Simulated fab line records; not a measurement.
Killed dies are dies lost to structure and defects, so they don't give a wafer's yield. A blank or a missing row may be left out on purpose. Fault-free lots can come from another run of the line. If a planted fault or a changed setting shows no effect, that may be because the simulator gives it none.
fab line records | flow nand_harc
[record] lots = 14 wafers = 40 last_day = 33
route steps=1302 shown A_CHANNEL_FILL_D1@501 A_ONON_D2@547
lots untouched by any fault: they come from a run of this same line in which no faults occurred
start_h: hours from the record's opening day to when the first of the lot's shown wafers began | wait_h: hours elapsed since this lot's preceding step | " the same as in the row above | L1.1+2: a row that stands for several wafers | - either no value or no given start | * or withheld: withheld | < > ~ a bound
route shown NAME@n: a module of which the file shows steps, and the number in the route of the first | usual: the fault-free wafers' mean and standard deviation | same: alike in all rows | chamber/n: place in a boat | sites: per-site readings | _std_site: how widely they spread, as a standard deviation | _edge_site: outer sites' mean less inner sites' | radius_mm: how far each site lies from the wafer's centre | mask NAME#n: copy n | behind: the tool/chamber that last shaped the wafer | hold: why the lot was held/for how many hours/how that ended | device: the transistor (n, p or np) that didn't switch | end of line: the route-end tests of the same wafers | a step with no rows: only its recipe | killed: dies that structure and defects cost at the first sort, which is not the same as the wafer's yield | map: shows each die of a wafer: x if killed, . if not, _ if none is there
set.NAME: the setting as run; set.NAME@STEP: as run at that earlier step | model.NAME: the simulator's own value behind a step, which no gauge read
the route's steps for a sample of lots (tables are steps, rows are wafers)
services: a tool's chamber out of use, with start hour (start_h, from the record's first day; less than 0 if before it), hours out, and reason
[[steps]]
[step NHARC_A_CHANNEL_FILL_D1_STRIP_28]
[recipe] time_s = 20 o2_flow_sccm = 500 ar_flow_sccm = 0 bias_w = 0 chemistry = O2
[usual] drypump_motor_current_A = 6.0/0.55 o2_flow_sccm = 500.0/1.6 oes_product_au = 1.001/0.0097 rf_vpp_V = 57.6/0.85 showerhead_plenum_p_Torr = 3.48/0.11 throttle_valve_pct = 17.035/0.0091
[same] bias_w = 0
// columns lot.wafer tool chamber start_h wait_h drypump_motor_current_A o2_flow_sccm oes_product_au rf_hours_counter_h rf_vpp_V showerhead_plenum_p_Torr throttle_valve_pct
L527.1 rie_diel-05 0 215.86 0.1 5.0 498.4 0.995 8.8 58.4 3.68 17.041
L527.4 " 1 " " 5.1 501.0 1.021 9.6 57.0 3.59 17.056
L527.3 " 3 " " 6.3 501.6 1.015 8.2 55.5 3.39 17.054
L529.3 rie_diel-07 1 241.36 0.1 5.5 498.7 0.997 4.9 55.8 3.38 17.027
L529.2 " 3 " " 5.8 500.7 1.012 4.9 57.2 3.49 17.034
L529.5 " 1 " " 5.5 502.6 0.996 - 56.9 3.38 17.044
L530.2 rie_diel-09 3 245.60 0.1 5.8 497.6 1.006 4.7 56.8 3.47 17.033
L530.5 " 3 " " 5.8 500.4 1.016 - 57.0 3.47 17.024
L530.6 " 0 " " 6.8 504.7 1.017 - 58.0 3.41 17.027
L532.1 rie_diel-09 2 260.00 0.1 6.7 500.4 1.003 4.5 56.9 3.40 17.019
L532.5 " 0 " " 6.8 502.1 1.003 - 57.4 3.41 17.050
L532.6 " 1 " " 5.4 501.3 0.990 - 55.7 3.32 17.031
L531.2 rie_diel-09 0 272.17 0.1 6.9 500.0 0.996 6.2 59.1 3.41 17.021
L531.3 " 1 " " 5.4 503.1 0.981 5.3 56.3 3.32 17.034
L531.6 " 0 " " 6.9 500.2 1.004 - 57.1 3.41 17.047
L534.1 rie_diel-05 2 292.77 0.1 6.5 496.2 1.011 2.0 60.3 3.66 17.042
L534.3 " 3 " " 6.3 497.2 1.003 2.2 57.8 3.39 17.034
L534.6 " 1 " " 5.1 501.0 0.994 - 58.0 3.59 17.032
L535.1 rie_diel-09 1 292.80 0.1 5.4 499.1 0.990 6.7 56.6 3.32 17.037
L535.3 " 2 " " 6.7 499.7 1.007 6.6 57.3 3.40 17.040
L535.6 " 1 " " 5.4 501.1 0.985 - 56.4 3.32 17.023
L537.3 rie_diel-09 1 313.04 0.1 5.4 500.8 1.006 8.3 58.1 3.32 17.031
L537.1 " 2 " " 6.7 500.1 0.998 8.1 57.3 3.40 17.030
L537.2 " 3 " " 5.8 501.9 0.999 8.5 59.5 3.47 17.044
L538.1 rie_diel-07 0 325.45 0.1 5.8 500.0 0.990 0.7 58.2 3.53 17.026
L538.4 " 1 " " 5.5 499.9 1.007 0.6 56.6 3.38 17.036
L538.6 " 1 " " 5.5 500.5 0.996 - 57.2 3.38 17.044
L541.3 rie_diel-05 2 365.15 0.1 6.5 502.5 1.007 6.5 59.0 3.66 17.059
L541.4 " 3 " " 6.2 501.8 1.017 7.0 57.5 3.39 17.027
L541.6 " 1 " " 5.1 500.7 0.992 - 56.5 3.59 17.043
L543.1 rie_diel-07 3 365.16 0.1 5.8 497.7 1.004 3.2 57.3 3.49 17.035
L543.5 " 1 " " 5.5 500.4 1.008 - 57.9 3.38 17.036
L545.3 rie_diel-09 0 397.72 0.1 6.9 503.0 1.007 3.2 58.4 3.40 17.024
L545.4 " 2 " " 6.7 501.8 1.000 3.4 57.1 3.40 17.031
L550.4 rie_diel-07 0 441.27 0.1 5.9 497.6 0.991 7.8 57.5 3.53 17.037
L550.2 " 3 " " 5.8 496.4 1.001 7.8 57.8 3.49 17.015
L550.6 " 0 " " 5.8 496.8 0.996 - 57.5 3.53 17.040
L549.2 rie_diel-09 1 441.28 0.1 5.4 500.6 1.010 5.1 57.4 3.31 17.051
L549.1 " 2 " " 6.7 496.9 1.011 5.3 58.3 3.40 17.031
L549.4 " 3 " " 5.8 502.3 1.014 5.2 57.4 3.47 17.040
[step NHARC_A_CHANNEL_FILL_D1_ALD_25]
[recipe] target_thk_a = 600 pulse_time_s = 10 ald_cycles = 600 temp_c = 300 material = SiOx
[usual] heater_power_w = 474/64 precursor_pulse_height_rel = 1.000/0.021
[same] pulse_time_s = 10
// columns lot.wafer tool chamber start_h wait_h heater_power_w precursor_pulse_height_rel
L527.4 ald_hk-02 1 227.19 0.0 411 0.992
L527.3 " 2 " " 429 1.040
L527.1 " 3 " " 586 0.980
L529.3 ald_hk-01 2 254.52 1.6 449 0.972
L529.2 " 3 " " 531 0.966
L529.5 " 2 256.99 4.1 457 0.957
L530.2 ald_hk-02 1 258.02 0.7 391 1.024
L530.6 " 0 259.90 2.6 481 1.033
L530.5 " 1 " " 404 0.991
L532.1 ald_hk-03 1 277.49 0.1 461 1.029
L532.6 " 1 279.95 2.5 463 1.025
L532.5 " 2 " " 604 1.031
L531.2 ald_hk-02 3 285.69 1.3 591 1.029
L531.3 " 0 " " 489 1.000
L531.6 " 1 " " 401 1.028
L535.1 ald_hk-03 0 304.50 0.1 458 1.005
L535.3 " 1 " " 464 0.983
L535.6 " 0 306.99 2.5 440 0.995
L534.1 ald_hk-02 3 305.12 0.7 612 0.989
L534.3 " 0 " " 480 0.990
L534.6 " 2 306.96 2.5 433 0.993
L537.3 ald_hk-03 0 326.64 0.9 453 1.007
L537.1 " 1 " " 453 0.996
L537.2 " 3 328.45 2.7 454 0.978
L538.4 ald_hk-03 2 337.92 0.7 598 1.001
L538.1 " 0 339.15 1.9 450 0.990
L538.6 " 1 " " 455 0.995
L541.4 ald_hk-02 3 377.19 0.3 610 1.019
L541.3 " 0 " " 489 1.027
L541.6 " 0 380.27 3.4 479 1.029
L543.1 ald_hk-03 0 379.71 2.8 457 1.017
L543.5 " 1 382.77 5.9 458 1.015
L545.4 ald_hk-03 2 410.00 0.7 593 0.984
L545.3 " 0 411.24 1.9 420 1.034
L549.4 ald_hk-02 2 453.02 0.0 454 1.016
L549.1 " 3 " " 612 1.014
L549.2 " 0 " " 483 1.007
L550.4 ald_hk-01 1 453.02 0.1 407 0.986
L550.2 " 3 454.27 1.3 503 0.994
L550.6 " 2 456.13 3.2 451 0.995
[step NHARC_A_CHANNEL_FILL_D1_STRIP_29]
[recipe] time_s = 20 o2_flow_sccm = 500 ar_flow_sccm = 0 bias_w = 0 chemistry = O2
[usual] drypump_motor_current_A = 5.9/0.54 o2_flow_sccm = 499.6/1.4 oes_product_au = 1.001/0.0092 rf_vpp_V = 57.7/0.93 showerhead_plenum_p_Torr = 3.48/0.11 throttle_valve_pct = 17.035/0.01
[same] bias_w = 0
// columns lot.wafer tool chamber start_h wait_h drypump_motor_current_A o2_flow_sccm oes_product_au rf_hours_counter_h rf_vpp_V showerhead_plenum_p_Torr throttle_valve_pct
L527.4 rie_diel-07 3 - - 5.8 499.2 1.007 4.6 57.4 3.49 17.031
L527.1 " 1 " " 5.5 499.6 0.992 4.6 57.5 3.38 17.031
L527.3 " 2 " " 6.1 499.4 0.985 5.5 56.5 3.62 17.037
L529.3 rie_diel-09 2 - - 6.7 499.0 1.000 4.5 57.9 3.40 17.020
L529.2 " 0 " " 6.9 500.3 0.990 5.2 59.3 3.41 17.031
L529.5 " 2 " " 6.7 498.6 0.997 - 56.5 3.40 17.038
L530.2 rie_diel-07 0 - - 5.8 497.8 1.003 6.7 56.6 3.53 17.025
L530.5 " 1 " " 5.5 498.7 0.994 - 57.6 3.38 17.036
L530.6 " 2 " " 6.1 498.5 0.988 - 57.7 3.62 17.032
L532.1 rie_diel-07 1 - - 5.5 501.7 0.997 6.6 57.2 3.38 17.038
L532.6 " 3 " " 5.8 499.3 1.015 - 56.9 3.49 17.037
L532.5 " 0 " " 5.8 500.4 1.004 - 60.5 3.53 17.020
L531.3 rie_diel-05 1 - - 5.1 498.3 0.995 1.8 56.8 3.59 17.016
L531.2 " 2 " " 6.5 498.2 1.008 2.0 58.1 3.66 17.029
L531.6 " 1 " " 5.1 499.8 0.996 - 57.6 3.59 17.043
L534.3 rie_diel-09 1 - - 5.4 500.2 0.997 8.2 56.1 3.32 17.046
L534.1 " 3 " " 5.8 499.3 0.993 8.4 58.4 3.47 17.038
L534.6 " 1 " " 5.4 499.8 1.002 - 58.1 3.32 17.045
L535.1 rie_diel-07 0 - - 5.9 502.3 0.989 0.4 59.0 3.53 17.048
L535.3 " 3 " " 5.8 500.2 1.007 0.5 59.7 3.49 17.034
L535.6 " 1 " " 5.5 502.9 0.994 - 56.7 3.38 17.025
L537.2 rie_diel-07 3 - - 5.8 499.6 1.013 2.4 57.7 3.49 17.043
L537.1 " 0 " " 5.8 499.5 0.998 2.4 56.3 3.53 17.030
L537.3 " 1 " " 5.5 500.5 1.000 2.0 58.3 3.38 17.033
L538.4 rie_diel-09 0 - - 6.8 499.0 0.998 0.7 58.2 3.40 17.047
L538.1 " 3 " " 5.8 501.1 1.011 0.9 57.6 3.47 17.027
L538.6 " 1 " " 5.4 500.9 1.016 - 58.0 3.32 17.021
L541.3 rie_diel-07 1 - - 5.5 501.1 0.992 3.7 56.6 3.38 17.036
L541.4 " 2 " " 6.1 499.6 0.989 3.5 57.5 3.61 17.030
L541.6 " 0 " " 5.8 499.7 0.986 - 56.4 3.53 17.045
L543.1 rie_diel-07 0 - - 5.8 503.4 0.984 4.2 57.8 3.53 17.027
L543.5 " 1 " " 5.5 502.1 1.003 - 56.8 3.38 17.042
L545.3 rie_diel-09 2 - - 6.7 501.0 1.011 4.7 57.2 3.40 17.029
L545.4 " 3 " " 5.8 500.1 1.005 4.4 58.0 3.47 17.020
L549.4 rie_diel-05 2 - - 6.5 500.4 1.010 1.9 57.8 3.66 17.022
L549.2 " 3 " " 6.2 498.4 1.013 1.9 56.3 3.38 17.037
L549.1 " 1 " " 5.1 497.8 1.001 2.1 60.8 3.59 17.035
L550.4 rie_diel-09 1 - - 5.4 501.3 1.002 6.4 58.3 3.31 17.019
L550.2 " 3 " " 5.8 500.9 1.007 6.9 57.1 3.46 17.039
L550.6 " 0 " " 6.8 500.9 0.989 - 56.9 3.40 17.029
[step NHARC_A_ONON_D2_DEP_03]
[recipe] target_thk_a = 10000 n2_flow_sccm = 2750 n2o_flow_sccm = 2000 nh3_flow_sccm = 500 sih4_flow_sccm = 210 temp_c = 400
// columns lot.wafer tool chamber start_h wait_h
L527.1+3+4 pecvd_onon-03 0 286.40 0.1
L529.2+3+5 pecvd_onon-01 0 303.15 0.1
L530.2+5+6 pecvd_onon-03 0 303.19 0.1
L532.1+5+6 pecvd_onon-02 0 321.98 0.1
L531.2+3+6 pecvd_onon-03 0 333.04 0.1
L534.1+3+6 pecvd_onon-03 0 350.03 0.1
L535.1+3+6 pecvd_onon-02 0 350.03 0.1
L537.1+2+3 pecvd_onon-01 0 373.01 0.1
L538.1+4+6 pecvd_onon-03 0 390.73 0.1
L541.3+4+6 pecvd_onon-02 0 422.07 0.2
L543.1+5 pecvd_onon-03 0 432.39 0.1
L545.3+4 pecvd_onon-03 0 456.77 0.3
L549.1+2+4 pecvd_onon-01 0 506.88 0.1
L550.2+4+6 pecvd_onon-02 0 506.94 0.1
[step NHARC_A_ONON_D2_THK_MEAS_05]
[recipe] thk_meas_gauge = ellipsometry
[usual] thk_nm = 999/10
// columns lot.wafer tool chamber start_h wait_h thk_nm
L527.1 film_metro-01 - 286.92 - 991
L527.3 " - " " 993
L527.4 " - " " 992
L529.2 film_metro-01 - 303.60 - 986
L529.3 " - " " 986
L529.5 " - " " 985
L530.2 film_metro-01 - 303.64 - 993
L530.5 " - " " 991
L530.6 " - " " 994
L532.1 film_metro-02 - 322.49 - 1009
L532.5 " - " " 1010
L532.6 " - " " 1010
L531.2 film_metro-02 - 333.53 - 1014
L531.3 " - " " 1014
L531.6 " - " " 1013
L535.1 film_metro-01 - 350.54 - 987
L535.3 " - " " 987
L535.6 " - " " 986
L534.1 film_metro-02 - 350.54 - 1014
L534.3 " - " " 1012
L534.6 " - " " 1012
L537.1 film_metro-02 - 373.52 - 996
L537.2 " - " " 996
L537.3 " - " " 997
L538.1 film_metro-02 - 391.26 - 989
L538.4 " - " " 992
L538.6 " - " " 992
L541.3 film_metro-01 - 422.47 - 988
L541.4 " - " " 989
L541.6 " - " " 991
L543.1 film_metro-02 - 432.90 - 1541
L543.5 " - " " 989
L545.3 film_metro-01 - 457.16 - 1553
L545.4 " - " " 1000
L550.2 film_metro-01 - 507.39 - 996
L550.4 " - " " 997
L550.6 " - " " 997
L549.1 film_metro-02 - 507.39 - 1021
L549.2 " - " " 1019
L549.4 " - " " 1019
[[services]]
// columns tool chamber start_h hours kind
rie_diel-09 - 214.93 3.0 repair
ald_hk-03 - 215.62 10.0 pm
pecvd_onon-03 - 227.00 13.0 pm
rie_diel-05 - 229.62 9.0 pm
pecvd_onon-01 - 273.04 13.0 pm
pecvd_onon-02 - 276.34 5.0 repair
rie_diel-07 - 294.25 9.0 pm
rie_diel-09 - 320.10 9.0 pm
ald_hk-03 - 347.55 1.4 repair
ald_hk-03 - 349.42 1.0 repair
ald_hk-02 - 349.70 10.0 pm
rie_diel-09 3 354.91 2.0 repair
pecvd_onon-02 - 366.34 13.0 pm
ald_hk-03 - 393.62 10.0 pm
rie_diel-05 - 406.62 9.0 pm
pecvd_onon-03 - 408.00 13.0 pm
ald_hk-03 - 438.33 1.3 repair
rie_diel-07 - 439.03 0.2 repair
rie_diel-07 - 471.25 9.0 pm
pecvd_onon-03 - 474.96 0.5 repair
rie_diel-09 2 486.41 7.1 repair
rie_diel-09 1 488.70 10.0 repair
rie_diel-09 3 489.59 6.8 repair
rie_diel-09 - 497.10 9.0 pm
[[key]]
[first_sign] step = NHARC_A_ONON_D2_THK_MEAS_05 reading = thk_nm direction = up sigmas = 53 usual = 999 struck = 1547
effect none on later readings
met_at NHARC_A_ONON_D2_DEP_03
struck_lots L543,L545
struck_wafers L543.1,L545.3
later_rows_left_out L543.1,L545.3
sort_left_out L543.1,L545.3
tester_left_out L543,L545
not_acting_at NHARC_A_CHANNEL_FILL_D1_STRIP_28,NHARC_A_CHANNEL_FILL_D1_ALD_25,NHARC_A_CHANNEL_FILL_D1_STRIP_29
onset_between 390.73 432.39
[fault] kind = process_parameter_drift tool = pecvd_onon-03 chamber = - onset_h = 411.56 steps = NHARC_A_ONON_D2_DEP_03 channel = target_thk_a offset = * shape = step end_h = 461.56 scope = struck_wafers_only acts_in = * stated = *
// tester_left_out: of these lots the tester's yield and bins aren't shown, on N5 and GAA mostly nor the transistor test; their killed dies are dies lost to structure and defects alone, not to doping, threshold or leakage, so they don't give the yield
// sort_left_out: the simulated sort isn't trusted on such a fault, so these wafers' sort isn't shown, and their yield isn't known
// later_rows_left_out: the simulator's readings of these wafers behind a module that went badly wrong aren't trusted and aren't shown, but for the sort
